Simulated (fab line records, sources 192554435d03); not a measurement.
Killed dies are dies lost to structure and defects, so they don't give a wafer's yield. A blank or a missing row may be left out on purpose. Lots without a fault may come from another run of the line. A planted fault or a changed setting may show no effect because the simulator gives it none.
Split-lot experiment | flow n5_finfet | 7 lots, 21 wafers read, on a route of 1938 steps

THE SPLIT
At N5_BEOL_M2_ETCH_64 (etches SOC in N2/H2, target depth 75 nm, overetch 22.5 nm, time 121.9 s), the setting bias_w was moved away from the recipe's 150 W on 6 of the 21 wafers read, by -17.9% to +14.1%. The other wafers ran this setting at the recipe's value.

The reading is taken at the split's own step.

THE READING
rf_vpp_V, in V, at N5_BEOL_M2_ETCH_64 (etches SOC in N2/H2, target depth 75 nm, overetch 22.5 nm, time 121.9 s). Fault-free wafers of this fab line usually give 524.3 V, standard deviation 2.7 V.

wafer  | tool, chamber at the split | bias_w as run, W | against the recipe | rf_vpp_V, V | against lot-mates on the recipe
L077.1 | rie_diel-01, 3             | 150              | recipe             | 529.1       | -
L077.2 | rie_diel-01, 0             | 166.7            | +11.1%             | 560.0       | +31.7
L077.6 | rie_diel-01, 2             | 150              | recipe             | 527.5       | -
L081.1 | rie_diel-03, 0             | 150              | recipe             | 525.7       | -
L081.3 | rie_diel-03, 1             | 150              | recipe             | 522.0       | -
L081.4 | rie_diel-03, 2             | 150              | recipe             | 520.9       | -
L084.1 | rie_diel-01, 2             | 171.2            | +14.1%             | 572.6       | +50.6
L084.2 | rie_diel-01, 1             | 150              | recipe             | 522.0       | -
L084.5 | rie_diel-01, 3             | 171.2            | +14.1%             | 574.8       | +52.8
L085.1 | rie_diel-01, 0             | 150              | recipe             | 524.0       | -
L085.3 | rie_diel-01, 1             | 150              | recipe             | 523.5       | -
L085.4 | rie_diel-01, 3             | 150              | recipe             | 527.5       | -
L088.2 | rie_diel-03, 3             | 150              | recipe             | 526.3       | -
L088.5 | rie_diel-03, 2             | 150              | recipe             | 521.1       | -
L088.6 | rie_diel-03, 3             | 123.2            | -17.9%             | 464.7       | -59.0
L096.1 | rie_diel-01, 0             | 125.8            | -16.1%             | 467.2       | -58.3
L096.3 | rie_diel-01, 2             | 150              | recipe             | 525.5       | -
L096.4 | rie_diel-01, 1             | 125.8            | -16.1%             | 468.6       | -56.9
L097.1 | rie_diel-03, 2             | 150              | recipe             | 520.2       | -
L097.3 | rie_diel-03, 0             | 150              | recipe             | 526.1       | -
L097.6 | rie_diel-03, 0             | 150              | recipe             | 525.1       | -

THE FIT
A straight line over all 21 wafers: rf_vpp_V changes by +3.43 V for each +1% of bias_w; r = +1.00; the points scatter about the line by 2.5 V.
The same after taking each lot's own level away (the mean of its wafers on the recipe; 21 wafers): +3.47 V for each +1%; r = +1.00; scatter 2.7 V.
On that fit, the largest move of bias_w shifts the reading by 62 V.
The lots' own levels span 522.00 to 528.30 V, that is 2.3 times the standard deviation above.
So the lot-to-lot level changes the slope little: the two slopes agree.
Check: with one of the wafers moved furthest among these (-17.9%) left out of the fit, the line predicts -63.1 V for it against its lot-mates. It came out at -59 V against them.
Tool readings at the split's step, against how far the setting was moved: rf_vpp_V r = +1.00.

THE WHOLE CHAIN: every reading that the file lists as answering this split, in the file's order
step               | what it does                                                            | reading                                                                          | change (the file's fit)                | r (the file's)
N5_BEOL_M2_ETCH_64 | etches SOC in N2/H2, target depth 75 nm, overetch 22.5 nm, time 121.9 s | rf_vpp_V                                                                         | +3.39 V for each +1% of the setting    | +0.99
N5_BEOL_M2_ETCH_64 | etches SOC in N2/H2, target depth 75 nm, overetch 22.5 nm, time 121.9 s | SiARC_of_BEOL_M2_COAT_62.thk_nm (the simulator's own value, which no gauge read) | -0.0703 nm for each +1% of the setting | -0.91

THE FILE'S OWN FIT
rf_vpp_V changes by +3.39 V for each +1% of bias_w, r = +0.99.
